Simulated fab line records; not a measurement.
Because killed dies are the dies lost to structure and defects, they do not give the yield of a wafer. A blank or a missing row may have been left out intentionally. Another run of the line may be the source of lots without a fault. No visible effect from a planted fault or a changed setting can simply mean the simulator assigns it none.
Chamber matching | flow nandHarc | NHARC_A_CONTACT_ETCH_110 on rieDiel-08 has 3 sister chambers
The step etches the open film in CF4/O2, target depth 60 nm, overetch 6 nm, time 33 s. 3 wafers are shown with their chamber, then 5 later ones without.

== WAFERS PAIRED WITH THEIR CHAMBERS ==
wafer  | chamber | drypumpMotorCurrentA (A)
L074.2 | 1       | 5.5
L078.1 | 3       | 5.1
L078.2 | 0       | 6.0

== WAFERS WITHOUT THEIR CHAMBER ==
wafer  | drypumpMotorCurrentA (A)
L078.6 | 5.5
L079.2 | 5.5
L079.5 | 5.5
L087.1 | 6.1
L087.3 | 5.1

== EACH ONE'S CHAMBER ==
wafer  | from the rows above | in truth
L078.6 | 1                   | 1
L079.2 | 1                   | 1
L079.5 | 1                   | 1
L087.1 | 0                   | 0
L087.3 | 3                   | 3
Correctly placed: 5 of 5. Not placeable from these rows: 0. Wrongly placed: 0.
How it was worked out, from the rows above alone: a wafer's distance from a chamber is the root of the sum, over the readings, of the square of ((its reading less the chamber's mean) divided by the reading's scatter). The wafer belongs to the nearest chamber; if the next one is less than 2 further off, it can't be placed. A chamber's mean is the mean of its shown wafers. The scatter: with one shown wafer a chamber, the root of the mean of the squares of how far each hidden wafer lies from its nearest shown one.
